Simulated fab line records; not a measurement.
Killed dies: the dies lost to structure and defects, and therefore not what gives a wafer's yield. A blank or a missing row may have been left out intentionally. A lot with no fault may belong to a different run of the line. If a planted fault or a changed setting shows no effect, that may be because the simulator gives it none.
Chamber matching ; flow n5 finfet ; pecvd-04 running N5_BEOL_M11_DEP_56: 3 sister chambers
The step deposits SiCN from 3MS/NH3, target thk 30 nm, time 10.5 s. 20 wafers are shown with their chamber, then 10 later ones without.

## WAFERS, EACH WITH ITS CHAMBER
wafer;chamber;throttle valve pct (%);showerhead plenum p Torr (Torr)
L080.1;1;17.1;4.150
L080.2;0;19.5;4.159
L080.3;2;17.6;4.168
L080.4;1;16.6;4.144
L080.5;2;17.3;4.169
L080.6;0;19.3;4.144
L081.2;1;16.7;4.147
L081.5;0;19.2;4.164
L081.6;1;16.8;4.156
L082.1;0;19.3;4.158
L082.4;1;16.8;4.143
L082.5;2;17.6;4.170
L086.1;0;19.4;4.149
L086.2;2;17.7;4.161
L086.4;2;17.6;4.160
L085.3;0;19.4;4.146
L085.5;2;17.4;4.172
L085.6;0;19.6;4.156
L088.1;0;19.3;4.151
L088.2;1;17.0;4.151

SIGNATURES (means of the wafers above)
reading;chamber 0;chamber 1;chamber 2;scatter within a chamber
throttle valve pct;19.375;16.833;17.533;0.154
showerhead plenum p Torr;4.15337;4.14850;4.16667;0.00584
Rule: for each reading, subtract the chamber's mean from the wafer's reading, divide by that reading's scatter and square the result; add these up over the readings and take the root, which gives the wafer's distance from the chamber. If the next closest chamber is less than 2 further off than the closest, the wafer can't be placed; otherwise it belongs to the closest. The scatter: the root of (the sum of the squares of (reading less its chamber's mean) over the shown wafers, divided by (wafers less chambers)).

## WAFERS WITH NO CHAMBER GIVEN
wafer;throttle valve pct (%);showerhead plenum p Torr (Torr)
L088.4;16.8;4.147
L092.2;17.7;4.170
L092.3;16.6;4.143
L092.4;16.8;4.159
L091.1;16.9;4.151
L091.2;19.1;4.141
L091.3;17.7;4.163
L091.4;17.0;4.146
L091.5;17.8;4.168
L091.6;19.1;4.151

## WHICH CHAMBER EACH ONE RAN IN
wafer;from the rows above;in truth
L088.4;1;1
L092.2;2;2
L092.3;1;1
L092.4;1;1
L091.1;1;1
L091.2;0;0
L091.3;2;2
L091.4;1;1
L091.5;2;2
L091.6;0;0
Correctly placed: 10 of 10. Number that these rows cannot place: 0. 0 placed wrongly.
